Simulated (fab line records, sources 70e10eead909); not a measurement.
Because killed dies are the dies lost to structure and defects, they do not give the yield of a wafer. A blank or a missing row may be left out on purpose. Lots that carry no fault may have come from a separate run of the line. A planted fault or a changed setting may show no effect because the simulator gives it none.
Comparing a struck lot with a sound one | flow nand-harc | 14 out of 1302 route steps
Sound: wafers L913.2, L913.4, L913.5. Wafers L910.2, L910.4, L910.5 were the ones struck. Last of all comes the cause.
For every step that has rows: the tool of each side, followed by ch and its chambers, followed by its first start. Under that, the readings that differ: sound wafers | struck wafers | difference of the means | sigmas: that difference in standard deviations of wafers without a fault.
alike: a reading whose means differ by less than 2 such deviations, as well as words and numbers matching on both sides. not compared: withheld readings; readings where some wafer has no value; bounds like >300 that might hide an equal value; numbers whose values overlap and for which the record gives no deviation.
A row with sigmas, a row that says differs or no value, or rows on one side alone: a step with any of these is where the two part. Numbers that have no deviation but don't overlap get no sigmas and don't part them. Lack of a reading on every wafer of one side parts them only where that side has two or more wafers.

NHARC_P_BONDPAD_CD_MEAS_09 targets a cd of 500 nm.
  sound on cd-sem-03 ch 0, day 13 15:04; struck on cd-sem-02 ch 0, day 12 18:05
  alike: cd-nm
NHARC_P_BONDPAD_OVL_MEAS_38:
  sound on overlay-02, day 13 15:10; struck on overlay-02, day 12 18:10
  alike: overlay-x-nm, overlay-y-nm
then, 4 steps without rows for these wafers: NHARC_P_BONDPAD_HARDBAKE_10 (time 65 s); NHARC_P_BONDPAD_DESCUM_11 (chemistry O2, time 3 s); NHARC_P_BONDPAD_ETCH_37 (etches the open film in N2/H2, target depth 60 nm, overetch 18 nm, time 65.91 s); NHARC_P_BONDPAD_ETCH_12 (etches the open film in CHF3/O2, target depth 200 nm, time 100 s).
NHARC_P_BONDPAD_CD_MEAS_13:
  sound on cd-sem-03, day 13 15:37; struck on cd-sem-03, day 12 18:37
  alike: cd-nm
NHARC_P_BONDPAD_STRIP_15: strips in O2.
  sound on rie-diel-02 ch 0,1,2, day 13 15:43; struck on rie-diel-02 ch 1,2,3, day 12 18:41
  alike: drypump-motor-current-A, oes-product-au, rf-vpp-V, showerhead-plenum-p-Torr, throttle-valve-pct
  not compared: rf-hours-counter-h
NHARC_P_BONDPAD_ETCH_24: etches the open film in CF4/N2, target depth 30 nm, time 72.99 s.
  sound on rie-diel-02 ch 0,2,3; struck on rie-diel-02 ch 1,3, day 12 18:53
  alike: cf4-flow-sccm, drypump-motor-current-A, oes-product-au, rf-vpp-V, showerhead-plenum-p-Torr, throttle-valve-pct
  not compared: rf-hours-counter-h
then, 1 step without rows for these wafers: NHARC_P_BONDPAD_STRIP_16 (strips in post etch residue remover, time 600 s).
NHARC_P_BONDPAD_DEGAS_25: time 60 s.
  sound on pvd-sputter-03, day 13 16:14; struck on pvd-sputter-03, day 12 19:17
  alike: heater-power-w
NHARC_P_BONDPAD_PRE_CLEAN_26: time 30 s.
  sound on pvd-sputter-03; struck on pvd-sputter-03
  alike: heater-power-w
NHARC_P_BONDPAD_PVD_17: deposits TaN, target thk 5 nm, time 8.06 s.
  sound on pvd-sputter-03, day 13 16:22; struck on pvd-sputter-03, day 12 19:23
  no value came back on the struck wafers for bias-v (V), cathode-dc-power-W (W), chamber-pressure-pa (Pa), throttle-valve-pct (%); on the sound wafers bias-v (V) reads 168.0 166.2 170.3
NHARC_P_BONDPAD_PVD_27: deposits Cu, target thk 30 nm, time 20.49 s.
  sound on pvd-sputter-03; struck on pvd-sputter-03
  reading                | sound                | struck               | difference | sigmas
  cathode-dc-power-W (W) | 4998.4 4999.9 4997.8 | 4999.8 5001.9 5000.6 | +2.1       | +2
  alike: chamber-pressure-pa, throttle-valve-pct

== WHERE THEY PART ==
At NHARC_P_BONDPAD_PVD_17 first; at NHARC_P_BONDPAD_PVD_27 last (within this record only).

WHY: the cause the simulator had injected
Beginning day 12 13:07, the whole step at NHARC_P_BONDPAD_PVD_17 was skipped on pvd-sputter-03. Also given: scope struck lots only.
